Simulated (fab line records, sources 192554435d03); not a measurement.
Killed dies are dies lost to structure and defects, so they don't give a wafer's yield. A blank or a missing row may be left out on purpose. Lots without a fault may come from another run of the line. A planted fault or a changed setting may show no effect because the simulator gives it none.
fab line records | flow n5_finfet
record lots=4 wafers=12 last_day=16
route steps=1938 shown BEOL_M0_CUTY@704 BEOL_M0@715 PASSIVATION@1936
lots that met no fault: from a run of the same line without faults
start_h: hours from the record's first day to the start of the lot's first wafer shown | wait_h: hours since the lot's step before | " the same as in the row above | L1.1+2: a row that stands for several wafers | - no value, or no start given | * or withheld: withheld | < > ~ a bound
route shown NAME@n: a module of which the file shows steps, and the number in the route of the first | usual: mean/standard deviation of fault-free wafers | same: alike in all rows | chamber/n: place in a boat | sites: the reading at each site | _std_site: their standard deviation | _edge_site: outer sites' mean less inner sites' | radius_mm: how far each site lies from the wafer's centre | mask NAME#n: copy n | behind: the tool/chamber that last shaped the wafer | hold: why the lot was held/for how many hours/how that ended | device: the transistor (n, p or np) that didn't switch | end of line: the same wafers' tests at the end of the route | a step without rows: its recipe alone | killed: dies lost to structure and defects at the first sort, not the wafer's yield | map: a wafer's dies, x killed, . not, _ none there
set.NAME: the setting as run; set.NAME@STEP: as run at that earlier step | model.NAME: the simulator's own value behind a step, which no gauge read
lots at some steps of the route; a table a step, a row a wafer
services: from which hour (start_h, from the record's first day; less than 0 if before it) a tool's chamber was out of use, for how many hours, and why
## steps
# step N5_BEOL_M0_CUTY_SOFTBAKE_53
# recipe temp_c=110 time_s=60 resist=CAR-ArF-block
# step N5_BEOL_M0_CUTY_EXPOSE_54
# recipe mask_id=M0_ABLK na=1.35 source_shape=conventional sigma_outer=0.8 polarization=unpolarized dose_mj=36
# step N5_BEOL_M0_CUTY_PEB_55
# recipe peb_temp_c=110 peb_time_s=60 resist=CAR-ArF-block
# step N5_BEOL_M0_CUTY_DEVELOP_56
# recipe develop_time_s=30 developer=TMAH resist=CAR-ArF-block rinse_liquid=diw dry=air_spin dev_temp_c=23
# step N5_BEOL_M0_CUTY_DESCUM_61
# recipe chemistry=O2 time_s=7.9 source_power_w=50 bias_power_w=20 pressure_mtorr=20 rf_frequency_hz=2.712e+07 temp_c=40 resist=CAR-ArF-block o2_flow_sccm=225
# step N5_BEOL_M0_CUTY_ETCH_62
# recipe chemistry=CF4 target=SiARC mask_material=CAR-ArF-block time_s=58.5 ion_energy_ev=80 pressure_mtorr=40 source_w=545 bias_w=36 Ar_flow_sccm=100 cf4_flow_sccm=100 ends=cleared
# step N5_BEOL_M0_CUTY_ETCH_63
# recipe chemistry=N2/H2 target=SOC target_depth_a=827 overetch_a=165 mask_material=SiARC temp_c=40 ion_energy_ev=200 time_s=124 pressure_mtorr=30 source_w=840 bias_w=150 n2_flow_sccm=200 h2_flow_sccm=200
# step N5_BEOL_M0_CUTY_STRIP_64
# recipe chemistry=N2/H2 temp_c=40 n2_flow_sccm=200 h2_flow_sccm=200 rf_frequency_hz=6e+07
# step N5_BEOL_M0_ETCH_138
# recipe chemistry=CH3F/O2 target_depth_a=120 target=SiCN time_s=31.6 ion_energy_ev=120 pressure_mtorr=30 source_w=395 bias_w=75 Ar_flow_sccm=150 CH3F_flow_sccm=30 O2_flow_sccm=20 ends=cleared
# step N5_BEOL_M0_HM_OPEN_105
# recipe chemistry=Cl2/BCl3 target_depth_a=120 target=TiN ion_energy_ev=150 pressure_mtorr=10 icp_w=1000 bias_w=126 Cl2_flow_sccm=53.25 bcl3_flow_sccm=21.75 Ar_flow_sccm=25
# usual drypump_motor_current_A=5.9/0.43 oes_ar_750_au=0.74/0.072 oes_product_au=0.74/0.071 throttle_valve_pct=21.73/0.17
# columns lot.wafer tool chamber start_h wait_h drypump_motor_current_A oes_ar_750_au oes_product_au rf_hours_counter_h throttle_valve_pct
L329.1 rie_metal-02 1 134.19 0.3 6.0 0.76 0.75 54 21.75
L329.2 " 1 " " 6.0 0.76 0.75 - 21.76
L329.4 " 1 " " 6.0 0.76 0.76 - 21.75
L334.2 rie_metal-01 0 167.18 3.0 6.0 0.69 0.69 85 21.71
L334.4 " 0 " " 6.0 0.69 0.69 - 21.72
L334.6 " 0 " " 6.0 0.69 0.69 - 21.73
L344.1 rie_metal-01 0 226.07 0.1 6.0 0.67 0.68 90 21.74
L344.2 " 1 " " 6.5 0.77 0.76 41 21.50
L344.5 " 0 " " 6.0 0.68 0.68 - 21.75
L346.4 rie_metal-01 1 234.16 0.6 6.5 0.77 0.76 - 21.50
L346.5 " 1 " " 6.6 0.77 0.75 - 21.51
L346.6 " 0 " " 6.0 0.67 0.66 - 21.75
# step N5_BEOL_M0_STRIP_140
# recipe chemistry=CF4 resist=SiARC power_w=300 bias_power_w=75 pressure_mtorr=50 cf4_flow_sccm=150 rf_frequency_hz=6e+07
# step N5_BEOL_M0_STRIP_104
# recipe chemistry=N2/H2 power_w=450 temp_c=40 pressure_mtorr=20 rf_frequency_hz=6e+07 overash_fraction=0.3 bias_power_w=7 h2_frac=0.5 n2_flow_sccm=200 h2_flow_sccm=200
# step N5_BEOL_M0_WET_ETCH_106
# recipe chemistry=DHF dilution=10:1 temp_c=25 target=SiO2 target_depth_a=1300 dry=ipa_marangoni rinse_time_s=30 rinse_temp_c=23
# step N5_BEOL_M0_ETCH_128
# recipe chemistry=CF4/N2 target_depth_a=120 overetch_a=51 target=SiCN time_s=21.4 ion_energy_ev=150 pressure_mtorr=40 source_w=430 bias_w=70 Ar_flow_sccm=100 cf4_flow_sccm=60 n2_flow_sccm=60
# step N5_BEOL_M0_TRENCH_ETCH_107
# recipe chemistry=C4F6/O2 target_depth_a=328 target=SiOC time_s=16.4 ion_energy_ev=250 pressure_mtorr=30 source_w=355 bias_w=185 Ar_flow_sccm=300 C4F6_flow_sccm=10 O2_flow_sccm=10
# step N5_BEOL_M0_STRIP_142
# recipe chemistry=N2/H2 time_s=10 power_w=450 temp_c=40 pressure_mtorr=20 rf_frequency_hz=6e+07 bias_power_w=7 n2_flow_sccm=200 h2_flow_sccm=200
# step N5_BEOL_M0_HM_STRIP_129
# recipe chemistry=peroxide_tin_strip material=TiN target_depth_a=170 temp_c=50 time_s=108
# step N5_BEOL_M0_SRD_130
# recipe time_s=30 temp_c=23 rinse_liquid=diw dry=ipa_marangoni
# step N5_BEOL_M0_ETCH_109
# recipe chemistry=CH3F/O2 target_depth_a=80 overetch_a=24 target=SiCN time_s=27.4 ion_energy_ev=120 pressure_mtorr=30 source_w=395 bias_w=75 Ar_flow_sccm=150 CH3F_flow_sccm=30 O2_flow_sccm=20
# step N5_BEOL_M0_STRIP_139
# recipe chemistry=post_etch_residue_remover time_s=60 temp_c=25 remover_ph=withheld remover_water_wt_pct=withheld remover_fluoride_wt_pct=withheld
# step N5_BEOL_M0_SRD_111
# recipe time_s=30 temp_c=23 rinse_liquid=diw dry=ipa_marangoni
# step N5_BEOL_M0_DEGAS_112
# recipe ambient=vacuum temp_c=250 time_s=60
# step N5_BEOL_M0_PRE_CLEAN_113
# recipe gas=H2/He time_s=30 temp_c=250
# step N5_BEOL_M0_ALD_136
# recipe material=TaN target_thk_a=* temp_c=275 ald_precursor_family=PDMAT ald_co_reactant=NH3 pressure_torr=3 carrier_flow_sccm=1500 pulse_time_s=2 purge_time_s=3 co_reactant_purge_time_s=2 co_reactant_pulse_time_s=3 ald_cycles=30 precursor_vessel_temp_c=75 precursor_vessel_pressure_torr=26.25 precursor_vessel_carrier_sccm=1000
# step N5_BEOL_M0_SURFACE_TREAT_137
# recipe gas=Ar time_s=* ion_energy_ev=* ion_current_ma_cm2=0.5 pressure_mtorr=* ar_flow_sccm=30
# step N5_BEOL_M0_CVD_115
# recipe material=Co target_thk_a=* temp_c=withheld precursor=CCTBA/H2 pressure_torr=30 time_s=120
# step N5_BEOL_M0_SPUTTER_116
# recipe material=Cu target_thk_a=40 temp_c=-20 chamber_pressure_pa=0.07 power_w=withheld time_s=7.37
# step N5_BEOL_M0_ANNEAL_117
# recipe temp_c=400 time_s=60 ambient=vacuum
# step N5_BEOL_M0_SPUTTER_132
# recipe material=Cu target_thk_a=40 temp_c=-20 chamber_pressure_pa=0.07 power_w=withheld time_s=7.37
# step N5_BEOL_M0_ANNEAL_133
# recipe temp_c=400 time_s=60 ambient=vacuum
# step N5_BEOL_M0_SPUTTER_134
# recipe material=Cu target_thk_a=40 temp_c=-20 chamber_pressure_pa=0.07 power_w=withheld time_s=7.37
# step N5_BEOL_M0_ANNEAL_135
# recipe temp_c=400 time_s=60 ambient=vacuum
# step N5_BEOL_M0_SPUTTER_141
# recipe material=Cu target_thk_a=40 temp_c=-20 chamber_pressure_pa=0.07 power_w=withheld time_s=7.37
# step N5_BEOL_M0_ECD_118
# recipe material=Cu target_thk_a=3000
# step N5_BEOL_M0_ANNEAL_119
# recipe temp_c=225 time_s=90 ambient=N2
# step N5_BEOL_M0_CMP_120
# recipe stop_on=SiOC t_overpolish_s=6.9 down_force_psi=1 platen_rpm=50 clearing_platen_down_force_psi=1.5 clearing_platen_rpm=50 post_cmp_clean=cu_alkaline clearing_platen_pad_velocity_m_s=0.99484 pad_velocity_m_s=0.99484
# step N5_BEOL_M0_PRE_CLEAN_131
# recipe gas=NH3/H2 time_s=15 temp_c=* rf_power_w=300
# step N5_PASSIVATION_PROBE_49
# usual defect_limited_yield=91.2/1.4 killed_at_M0_to_M3=34/9.4 killed_at_M4_up=13/5.8 killed_at_contacts=13/6.4 killed_at_front_end=41/11 killed_at_other=3.1/2.3 killed_dies=103/16 killed_open=69/12 killed_short=33/7.8 sort_bin_5_function=5.1/0.91 sort_bin_6_memory=3.3/0.63 sort_n_pass=1077/16 sort_yield_pct=91.2/1.4
# same gross_dies=1180 killed_at_back_side=0 sort_bin_4_leakage[%]=0 sort_bin_8_speed[%]=0
# columns lot.wafer tool chamber start_h wait_h defect_limited_yield[%] killed_at_M0_to_M3 killed_at_M4_up killed_at_contacts killed_at_front_end killed_at_other killed_dies killed_open killed_short sort_bin_5_function[%] sort_bin_6_memory[%] sort_n_pass sort_yield_pct[%]
L344.1 prober-01 - 374.02 0.0 85.4 135 9 7 18 3 172 46 30 9.6 3.7 1008 85.4
L344.5 prober-01 - 374.22 0.2 85.5 121 14 13 23 0 171 54 21 9.3 3.6 1009 85.5
L346.6 prober-02 - 386.93 0.3 80.8 149 8 14 53 2 226 89 31 11.9 5.9 954 80.8
# killed by level:class
L344.1 BEOL_M0:unspecified=95 MOL_CONTACT_COAG:geometric_particle:open=7 BEOL_M0_SAQP:geometric_particle:short=7 BEOL_M0_SAQP:geometric_particle:open=7 BEOL_M1:geometric_particle:open=6 BEOL_M3:geometric_particle:open=6 BEOL_M3:geometric_particle:short=6 STI_FIN_REVEAL:geometric_particle:open=4
L344.5 BEOL_M0:unspecified=95 MOL_CONTACT_COAG:geometric_particle:open=10 BEOL_M3:geometric_particle:open=9 ILD0:geometric_particle:open=4 BEOL_M1:geometric_particle:open=4 FIN_SAQP:geometric_particle:open=3 ILD0:geometric_particle:short=3 MOL_CONTACT_COAG:geometric_particle:short=3
L346.6 BEOL_M0:unspecified=105 FIN_SAQP:geometric_particle:open=20 BEOL_M3:geometric_particle:open=17 STI_FIN_REVEAL:geometric_particle:open=16 MOL_CONTACT_COAG:geometric_particle:open=10 BEOL_M1:geometric_particle:open=9 FIN_SAQP:geometric_particle:short=8 BEOL_M0:geometric_particle:open=6
# map L344.1 (x killed, . not)
_________________............________________
______________...............x.._____________
___________..................x.....__________
__________...................x......_________
________.............x.............xx._______
_______........x..........x.......x..x.______
______.....................x............_____
_____.x..................................____
____.......................x.........x....___
___......................x...x.......x..x..__
___.........x....x......x..................__
__.................................x........_
__.........................x...........x...._
_................x......x..x.x...............
_...x....................x.............xx....
_........x..x....x........x.........x........
_..........x........................x........
_.................x....x..x......x...........
_.....x..x.xx.xx.x.........x....x........x...
_...x.....xxxxx.x...x...........x............
_.....xxxxxxxxxxx..x.................x.......
__...xxxxxxxxxxxxx..x...............x......._
__....xxxxxxxxxxxxx..x...x.................._
___...xxxxxxxxxxxxxx....xx..x....x.......x.__
___....xx..xxxxxxx.x..x...........xx..x....__
____....xx.xxxxxxx.x.................x....___
_____.xx..xxxxxx..x................x.....____
______....x.xx.........................._____
_______................................______
________......x................xx..x.._______
__________....x.......x............._________
___________.........x.x............__________
______________..x.......x......._____________
_________________............________________
# map L346.6 (x killed, . not)
_________________..x.x.......________________
______________............x....._____________
___________...................x....__________
__________..x.x....................._________
________.x....................x......._______
_______........xx......................______
______x..x...........................x.._____
_____.............x..........x..x...x....____
____......x............x.x....x..xxx.x....___
___.x....................x...........x.....__
___...x..x...x..........x.....xx........x..__
__...................x......................_
__...x.......x.........x........x..........._
_.........x...x.........x.......x............
_.x.......................xx........x........
_...x......xx...........................x....
_.x....x...x.xxx..........x..........x.....x.
_x..xx.x...xxxxxx......x.................x...
_........xxxx.xx.x.....x..x.....x......x.....
_..x...xxxxxxxxxxxx.x.......x.......x........
_x...xx.x.xxxxxxxx......x..............x.xx..
__x..x.xxxxxxxxxxx....x.............xx....x._
__....xxxxxxxxxxxxx....xx.......x..........._
___x...x.xxxxxxxxxx.x.....................x__
___..xxxxxxxxxxxxxxx..............x....x...__
____....xxxxxxxxx.................xx......___
_____xx...x.xxxx.......x...x........xx..x____
______...x..x.x.....x.......xx.........._____
_______..x.........x...xx........x.....______
________.x.....x.............x.x......_______
__________......x..................._________
___________........x.........x...x.__________
______________.x...x.x.........._____________
_________________......x.....________________
## services
# columns tool chamber start_h hours kind
rie_metal-02 0 110.98 - clean
rie_metal-02 0 110.98 25.0 scheduled_down
rie_metal-02 0 110.98 25.0 vent_cycle
rie_metal-02 1 203.98 7.3 repair
## key
first_sign step=N5_PASSIVATION_PROBE_49 reading=killed_at_M0_to_M3 direction=up sigmas=11 usual=34 struck=135
effect step=N5_PASSIVATION_PROBE_49 reading=defect_limited_yield direction=down sigmas=5.3 usual=91.2 struck=83.9
more_kills_born_at N5_BEOL_M0_HM_OPEN_105@rie_metal-01=295
met_at N5_BEOL_M0_HM_OPEN_105
struck_wafers L344.1,L344.5,L346.6
onset_between 167.18 226.07
fault kind=chamber_particle_source tool=rie_metal-01 chamber=0 onset_h=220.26 steps=N5_BEOL_M0_HM_OPEN_105 rate_per_visit_cm2=0.43908 until_the_next_wet_clean=True
